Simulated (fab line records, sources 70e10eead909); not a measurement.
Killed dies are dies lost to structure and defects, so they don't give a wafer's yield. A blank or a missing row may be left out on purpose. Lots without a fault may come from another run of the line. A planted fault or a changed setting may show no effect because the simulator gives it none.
A struck lot beside a sound one | flow nand_harc | 15 steps out of a route of 1302
Sound: wafers L820.1, L820.2, L820.4. Struck: wafer L833.3. (L833.1, L833.2 of the same lot were not struck and are left out.) The cause comes at the end.
At each step with rows: each side's tool, then ch and its chambers, then its first start. Under that, the readings that differ: sound wafers | struck wafers | difference of the means | sigmas: that difference in standard deviations of wafers without a fault.
alike: readings whose means differ by less than 2 such deviations, and words and numbers that are the same on both sides. not compared: withheld readings, readings that some wafer has no value for, bounds like >300 that may hide the same value, and numbers for which the record gives no deviation and whose values overlap.
The two part at a step that has a row with sigmas, a row that says differs or no value, or rows on one side only. Numbers that don't overlap but have no deviation are shown without sigmas and don't part them. A reading that every wafer of one side lacks parts them only if that side has two wafers or more.

first, 5 steps without rows for these wafers: NHARC_A_CONTACT_SOFTBAKE_03 (time 55 s); NHARC_A_CONTACT_EBR_04; NHARC_A_CONTACT_EXPOSE_05 (exposes mask A CC); NHARC_A_CONTACT_PEB_06 (peb time 65 s); NHARC_A_CONTACT_DEVELOP_07 (develop time 35 s).
NHARC_A_CONTACT_CD_MEAS_08: target cd 200 nm.
  sound on cd_sem-02 ch 0, day 25 11:59; struck on cd_sem-02 ch 0, day 29 23:01
  alike: cd_nm
NHARC_A_CONTACT_OVL_MEAS_09:
  sound on overlay-02, day 25 12:05; struck on overlay-02, day 29 23:06
  alike: overlay_x_nm, overlay_y_nm
NHARC_A_CONTACT_INSPECT_10:
  sound on defect_inspect-02, day 25 12:07; struck on defect_inspect-01, day 29 23:08
  alike: raw_defect_count
NHARC_A_CONTACT_DESCUM_13: chemistry O2, time 3 s.
  sound on rie_diel-02 ch 1,2,3, day 25 12:10; struck on rie_diel-02 ch 1, day 29 23:12
  reading                | sound | struck | difference | sigmas
  rf_hours_counter_h (h) | 1 2 1 | 37     | +36        |
  alike: drypump_motor_current_A, oes_product_au, rf_vpp_V, showerhead_plenum_p_Torr, throttle_valve_pct
NHARC_A_CONTACT_ETCH_88: etches the open film in CF4, target depth 39 nm, time 65 s.
  sound on rie_diel-02 ch 0,1,3, day 25 12:16; struck on rie_diel-02 ch 1, day 29 23:17
  reading                | sound | struck | difference | sigmas
  rf_hours_counter_h (h) | 1 2 2 | 37     | +35        |
  alike: drypump_motor_current_A, oes_product_au, rf_vpp_V, run_length_s, showerhead_plenum_p_Torr, throttle_valve_pct
NHARC_A_CONTACT_ETCH_89: etches the open film in N2/H2, target depth 260 nm, time 475.3 s.
  sound on rie_diel-02 ch 0,1,3; struck on rie_diel-02 ch 3
  reading                | sound | struck | difference | sigmas
  rf_hours_counter_h (h) | 2 2 1 | 40     | +38        |
  alike: drypump_motor_current_A, h2_flow_sccm, oes_product_au, rf_vpp_V, run_length_s, showerhead_plenum_p_Torr, throttle_valve_pct
NHARC_A_CONTACT_ETCH_30: etches the open film in CF4/CHF3, target depth 72.6 nm, time 36.3 s.
  sound on rie_diel-02 ch 0,1,3; struck on rie_diel-02 ch 0
  reading                | sound             | struck | difference | sigmas
  oes_product_au (a.u.)  | 0.973 0.979 1.006 | 0.942  | -0.044     | -2
  rf_hours_counter_h (h) | 2 1 2             | 43     | +41        |
  alike: drypump_motor_current_A, rf_vpp_V, run_length_s, showerhead_plenum_p_Torr, throttle_valve_pct
NHARC_A_CONTACT_ETCH_31: etches the open film in O2/COS, target depth 2800 nm, time 728 s.
  sound on rie_diel-02 ch 1,2,3, day 25 12:46; struck on rie_diel-02 ch 1, day 29 23:51
  reading                | sound             | struck | difference | sigmas
  rf_hours_counter_h (h) | 2 1 1             | 38     | +37        |
  run_length_s (s)       | 749.0 748.4 749.0 | 560.5  | -188.3     | -99 or more
  alike: drypump_motor_current_A, oes_product_au, rf_vpp_V, showerhead_plenum_p_Torr, throttle_valve_pct
NHARC_A_CONTACT_ETCH_134: etches the open film in C4F8/O2/Ar, time 140 s, target depth 700 nm.
  sound on har_cap_etch-03 ch 0,1, day 25 13:18; struck on har_cap_etch-03 ch 1, day 30 00:19
  alike: run_length_s
  not compared: rf_hours_counter_h
-- the record jumps here: 2 days lie between the struck wafers' starts before and after (it left off in module A_CONTACT and takes up again in module END, whose first step shown is number 1302 of the route) --
NHARC_END_SORT_01:
  the record has rows for the struck wafers here (prober-02 ch 0, day 32 03:37) and none for the sound ones

WHERE THEY PART
First at NHARC_A_CONTACT_ETCH_30; last, within this record, at NHARC_END_SORT_01.

WHY: what the simulator had put in
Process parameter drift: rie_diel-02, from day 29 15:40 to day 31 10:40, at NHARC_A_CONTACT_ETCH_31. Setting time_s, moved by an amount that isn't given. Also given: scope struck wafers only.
